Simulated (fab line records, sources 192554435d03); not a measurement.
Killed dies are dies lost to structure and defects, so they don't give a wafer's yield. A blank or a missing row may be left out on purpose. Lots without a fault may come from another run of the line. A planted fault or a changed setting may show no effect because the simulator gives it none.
Split-lot experiment | flow n5_finfet | 7 lots, 21 wafers read, on a route of 1938 steps

THE SPLIT
At N5_FIN_CUT_EXPOSE_05 (exposes mask FIN CUT), the setting dose_mj was moved away from the recipe's 45.75 on 6 of the 21 wafers read, by -7.5% to +6.8%. The other wafers ran this setting at the recipe's value.

FROM THE SPLIT TO THE READING: what the file shows between them, 2 steps
- N5_FIN_CUT_PEB_06: peb time 60 s
- N5_FIN_CUT_DEVELOP_07: develop time 30 s

THE READING
cd_nm, in nm, at N5_FIN_CUT_CD_MEAS_08 (target cd 29.1 nm). Fault-free wafers of this fab line usually give 29.10 nm, standard deviation 0.21 nm.

wafer  | tool, chamber at the split | dose_mj as run | against the recipe | cd_nm, nm | against lot-mates on the recipe
L082.1 | euv_scanner-02, 0          | 45.75          | recipe             | 28.66     | -
L082.2 | euv_scanner-02, 0          | 45.75          | recipe             | 29.21     | -
L082.6 | euv_scanner-02, 0          | 45.75          | recipe             | 29.05     | -
L083.1 | euv_scanner-02, 0          | 48.87          | +6.8%              | 30.39     | +1.10
L083.4 | euv_scanner-02, 0          | 45.75          | recipe             | 29.29     | -
L083.6 | euv_scanner-02, 0          | 48.87          | +6.8%              | 30.88     | +1.59
L087.1 | euv_scanner-01, 0          | 47.29          | +3.4%              | 30.09     | +0.92
L087.4 | euv_scanner-01, 0          | 45.75          | recipe             | 29.02     | -
L087.6 | euv_scanner-01, 0          | 45.75          | recipe             | 29.32     | -
L090.2 | euv_scanner-02, 0          | 45.75          | recipe             | 28.93     | -
L090.3 | euv_scanner-02, 0          | 45.75          | recipe             | 28.97     | -
L090.5 | euv_scanner-02, 0          | 45.75          | recipe             | 29.31     | -
L092.1 | euv_scanner-01, 0          | 42.33          | -7.5%              | 27.92     | -1.20
L092.3 | euv_scanner-01, 0          | 45.75          | recipe             | 29.12     | -
L092.5 | euv_scanner-01, 0          | 42.33          | -7.5%              | 27.65     | -1.47
L093.3 | euv_scanner-01, 0          | 45.75          | recipe             | 28.78     | -
L093.4 | euv_scanner-01, 0          | 45.75          | recipe             | 29.42     | -
L093.6 | euv_scanner-01, 0          | 42.33          | -7.5%              | 27.98     | -1.12
L094.1 | euv_scanner-02, 0          | 45.75          | recipe             | 29.38     | -
L094.5 | euv_scanner-02, 0          | 45.75          | recipe             | 28.99     | -
L094.6 | euv_scanner-02, 0          | 45.75          | recipe             | 29.16     | -

THE FIT
A straight line over all 21 wafers: cd_nm changes by +0.194 nm for each +1% of dose_mj; r = +0.95; the points scatter about the line by 0.24 nm.
The same after taking each lot's own level away (the mean of its wafers on the recipe; 21 wafers): +0.184 nm for each +1%; r = +0.96; scatter 0.21 nm.
On that fit, the largest move of dose_mj shifts the reading by 1.4 nm.
The lots' own levels span 28.973 to 29.290 nm, that is 1.5 times the standard deviation above.
So the lot-to-lot level changes the slope little: the two slopes agree.
Check: with one of the wafers moved furthest among these (-7.5%) left out of the fit, the line predicts -1.38 nm for it against its lot-mates. It came out at -1.2 nm against them.

OTHER SPLITS ON THESE WAFERS
These wafers also went through other splits before the reading. Each is held against what the fit with the lots' levels taken away leaves over:
other split on the same wafers          | wafers away from the commonest value | r with cd_nm (lot level and that fit taken away)
N5_ZERO_LAYER_EXPOSE_08 dose_mj         | 10                                   | +0.04
N5_ZERO_LAYER_DEVELOP_10 develop_time_s | 8                                    | +0.05
N5_WELL_APT_COAT_02 spin_rpm            | 8                                    | -0.10

THE WHOLE CHAIN: every reading that the file lists as answering this split, in the file's order
step                  | what it does                                                | reading                                                               | change (the file's fit)               | r (the file's)
N5_FIN_CUT_CD_MEAS_08 | target cd 29.1 nm                                           | cd_nm                                                                 | +0.18 nm for each +1% of the setting  | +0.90
N5_FIN_CUT_ETCH_30    | etches underlayer in N2/H2, target depth 13 nm, time 10.4 s | FIN_CUT.cd_offset_nm (the simulator's own value, which no gauge read) | +0.158 nm for each +1% of the setting | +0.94

THE FILE'S OWN FIT
cd_nm changes by +0.18 nm for each +1% of dose_mj, r = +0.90.
